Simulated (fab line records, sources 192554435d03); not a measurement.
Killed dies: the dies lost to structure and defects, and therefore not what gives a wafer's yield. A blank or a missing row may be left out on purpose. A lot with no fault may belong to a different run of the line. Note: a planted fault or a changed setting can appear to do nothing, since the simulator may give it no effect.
Which of the tools did it? || flow n5_finfet || 72 wafers from 24 lots sampled at 2 of the route's 1938 steps

== WHAT EACH GAUGE READ, for each wafer ==
N5_BEOL_M4_CD_MEAS_28: target cd 26.2 nm, target cd y 24.1 nm.
{"lot": "L074", "measured": "day 8 01:07", "on": "cd_sem-02", "cd_nm (nm)": "26.09 26.01 26.22"}
{"lot": "L075", "measured": "day 8 22:07", "on": "cd_sem-02", "cd_nm (nm)": "26.18 26.13 26.44"}
{"lot": "L076", "measured": "day 9 02:01", "on": "cd_sem-02", "cd_nm (nm)": "26.54 26.04 26.11"}
{"lot": "L077", "measured": "day 9 08:22", "on": "cd_sem-01", "cd_nm (nm)": "26.06 26.53 25.99"}
{"lot": "L078", "measured": "day 9 11:14", "on": "cd_sem-02", "cd_nm (nm)": "26.01 26.55 26.06"}
{"lot": "L079", "measured": "day 9 12:56", "on": "cd_sem-03", "cd_nm (nm)": "25.95 25.72 25.69"}
{"lot": "L082", "measured": "day 10 13:28", "on": "cd_sem-02", "cd_nm (nm)": "26.24 26.15 26.01"}
{"lot": "L083", "measured": "day 10 17:51", "on": "cd_sem-02", "cd_nm (nm)": "26.48 25.93 26.33"}
{"lot": "L081", "measured": "day 10 18:31", "on": "cd_sem-01", "cd_nm (nm)": "26.07 25.92 26.15"}
{"lot": "L080", "measured": "day 11 11:04", "on": "cd_sem-03", "cd_nm (nm)": "26.03 25.92 26.17"}
{"lot": "L084", "measured": "day 11 12:48", "on": "cd_sem-01", "cd_nm (nm)": "25.97 26.37 26.55"}
{"lot": "L085", "measured": "day 11 18:23", "on": "cd_sem-02", "cd_nm (nm)": "26.22 26.08 26.21"}
{"lot": "L088", "measured": "day 11 22:40", "on": "cd_sem-01", "cd_nm (nm)": "26.27 25.89 26.65"}
{"lot": "L087", "measured": "day 12 06:17", "on": "cd_sem-03", "cd_nm (nm)": "26.20 26.28 25.90"}
{"lot": "L086", "measured": "day 12 20:10", "on": "cd_sem-03", "cd_nm (nm)": "25.99 25.83 25.98"}
{"lot": "L089", "measured": "day 13 00:57", "on": "cd_sem-03", "cd_nm (nm)": "25.55 26.25 26.05"}
{"lot": "L091", "measured": "day 13 06:06", "on": "cd_sem-03", "cd_nm (nm)": "25.78 26.23 25.81"}
{"lot": "L090", "measured": "day 13 10:18", "on": "cd_sem-02", "cd_nm (nm)": "26.11 26.07 26.50"}
{"lot": "L093", "measured": "day 13 20:49", "on": "cd_sem-02", "cd_nm (nm)": "25.67 26.24 26.34"}
{"lot": "L092", "measured": "day 14 02:01", "on": "cd_sem-03", "cd_nm (nm)": "26.10 25.91 26.29"}
{"lot": "L094", "measured": "day 14 11:56", "on": "cd_sem-03", "cd_nm (nm)": "26.22 25.95 25.73"}
{"lot": "L096", "measured": "day 14 12:46", "on": "cd_sem-02", "cd_nm (nm)": "26.26 26.27 26.08"}
{"lot": "L095", "measured": "day 14 18:04", "on": "cd_sem-03", "cd_nm (nm)": "26.82 26.11 26.45"}
{"lot": "L097", "measured": "day 14 18:23", "on": "cd_sem-02", "cd_nm (nm)": "25.96 25.79 25.85"}

== WHAT TOOL EACH LOT RAN ON (gives the tool, then ch and the chambers of the sampled wafers, and finally the start) ==
{"lot": "L074", "N5_BEOL_M3_SPUTTER_92": "pvd_sputter-02, day 7 21:37"}
{"lot": "L075", "N5_BEOL_M3_SPUTTER_92": "pvd_sputter-01, day 8 18:25"}
{"lot": "L076", "N5_BEOL_M3_SPUTTER_92": "pvd_sputter-01, day 8 22:50"}
{"lot": "L077", "N5_BEOL_M3_SPUTTER_92": "pvd_sputter-01, day 9 04:46"}
{"lot": "L078", "N5_BEOL_M3_SPUTTER_92": "pvd_sputter-03, day 9 05:01"}
{"lot": "L079", "N5_BEOL_M3_SPUTTER_92": "pvd_sputter-02, day 9 09:00"}
{"lot": "L082", "N5_BEOL_M3_SPUTTER_92": "pvd_sputter-01, day 10 09:35"}
{"lot": "L083", "N5_BEOL_M3_SPUTTER_92": "pvd_sputter-01, day 10 11:33"}
{"lot": "L081", "N5_BEOL_M3_SPUTTER_92": "pvd_sputter-02, day 10 14:57"}
{"lot": "L080", "N5_BEOL_M3_SPUTTER_92": "pvd_sputter-02, day 11 06:05"}
{"lot": "L084", "N5_BEOL_M3_SPUTTER_92": "pvd_sputter-03, day 11 08:41"}
{"lot": "L085", "N5_BEOL_M3_SPUTTER_92": "pvd_sputter-01, day 11 13:43"}
{"lot": "L088", "N5_BEOL_M3_SPUTTER_92": "pvd_sputter-01, day 11 16:34"}
{"lot": "L087", "N5_BEOL_M3_SPUTTER_92": "pvd_sputter-01, day 12 02:29"}
{"lot": "L086", "N5_BEOL_M3_SPUTTER_92": "pvd_sputter-03, day 12 14:41"}
{"lot": "L089", "N5_BEOL_M3_SPUTTER_92": "pvd_sputter-02, day 12 19:27"}
{"lot": "L091", "N5_BEOL_M3_SPUTTER_92": "pvd_sputter-03, day 13 02:43"}
{"lot": "L090", "N5_BEOL_M3_SPUTTER_92": "pvd_sputter-01, day 13 06:57"}
{"lot": "L093", "N5_BEOL_M3_SPUTTER_92": "pvd_sputter-02, day 13 17:11"}
{"lot": "L092", "N5_BEOL_M3_SPUTTER_92": "pvd_sputter-02, day 13 19:01"}
{"lot": "L094", "N5_BEOL_M3_SPUTTER_92": "pvd_sputter-01, day 14 08:01"}
{"lot": "L096", "N5_BEOL_M3_SPUTTER_92": "pvd_sputter-02, day 14 08:44"}
{"lot": "L095", "N5_BEOL_M3_SPUTTER_92": "pvd_sputter-01, day 14 12:55"}
{"lot": "L097", "N5_BEOL_M3_SPUTTER_92": "pvd_sputter-02, day 14 13:12"}
- N5_BEOL_M3_SPUTTER_92: material Cu, target thk 4.5 nm, time 8.29 s.

== AS READ BY THE TOOLS THEMSELVES (means over the sampled wafers that have a number; for cases with no such wafer, the mark the record gives instead) ==
N5_BEOL_M3_SPUTTER_92.
{"lot": "L074", "tool": "pvd_sputter-02", "throttle_valve_pct (%)": 29.9}
{"lot": "L075", "tool": "pvd_sputter-01", "throttle_valve_pct (%)": 28.6}
{"lot": "L076", "tool": "pvd_sputter-01", "throttle_valve_pct (%)": 30.6}
{"lot": "L077", "tool": "pvd_sputter-01", "throttle_valve_pct (%)": 29.3}
{"lot": "L078", "tool": "pvd_sputter-03", "throttle_valve_pct (%)": 28.8}
{"lot": "L079", "tool": "pvd_sputter-02", "throttle_valve_pct (%)": 29.7}
{"lot": "L082", "tool": "pvd_sputter-01", "throttle_valve_pct (%)": 28.6}
{"lot": "L083", "tool": "pvd_sputter-01", "throttle_valve_pct (%)": 28.8}
{"lot": "L081", "tool": "pvd_sputter-02", "throttle_valve_pct (%)": 29.8}
{"lot": "L080", "tool": "pvd_sputter-02", "throttle_valve_pct (%)": 29.2}
{"lot": "L084", "tool": "pvd_sputter-03", "throttle_valve_pct (%)": 28.9}
{"lot": "L085", "tool": "pvd_sputter-01", "throttle_valve_pct (%)": 30.1}
{"lot": "L088", "tool": "pvd_sputter-01", "throttle_valve_pct (%)": 29.2}
{"lot": "L087", "tool": "pvd_sputter-01", "throttle_valve_pct (%)": 30.0}
{"lot": "L086", "tool": "pvd_sputter-03", "throttle_valve_pct (%)": 29.7}
{"lot": "L089", "tool": "pvd_sputter-02", "throttle_valve_pct (%)": 29.5}
{"lot": "L091", "tool": "pvd_sputter-03", "throttle_valve_pct (%)": 28.6}
{"lot": "L090", "tool": "pvd_sputter-01", "throttle_valve_pct (%)": 30.6}
{"lot": "L093", "tool": "pvd_sputter-02", "throttle_valve_pct (%)": 29.4}
{"lot": "L092", "tool": "pvd_sputter-02", "throttle_valve_pct (%)": 29.4}
{"lot": "L094", "tool": "pvd_sputter-01", "throttle_valve_pct (%)": 30.0}
{"lot": "L096", "tool": "pvd_sputter-02", "throttle_valve_pct (%)": 29.7}
{"lot": "L095", "tool": "pvd_sputter-01", "throttle_valve_pct (%)": 29.2}
{"lot": "L097", "tool": "pvd_sputter-02", "throttle_valve_pct (%)": 29.0}

== THE ANSWER, worked out from the rows above alone ==
Rule: what is usual is taken from the lots themselves. The widest of any qualifying gaps counts: lots, ordered by their means at a reading, are off when they make up no more than a third of the lots, leave a main group of 4 or more, and stand apart from it by 3 or more times the standard deviation of that group's means. If all means in a main group match to the digits the tables above print for the reading, that group is not used. Also off: a lot with no number at a reading for which 4 or more lots have one. The other lots that the step has rows for count as sound. The gauges are gone through in route order, then the tools' own readings, and for those a lot's mean is taken as printed above. The first step at which some lot is off is used, and at that step the reading that is off furthest; a lot without a number counts as furthest.
No lot is off on any of the readings shown, so nothing can be concluded from this.

== WHAT THE SIMULATOR HAD PUT IN ==
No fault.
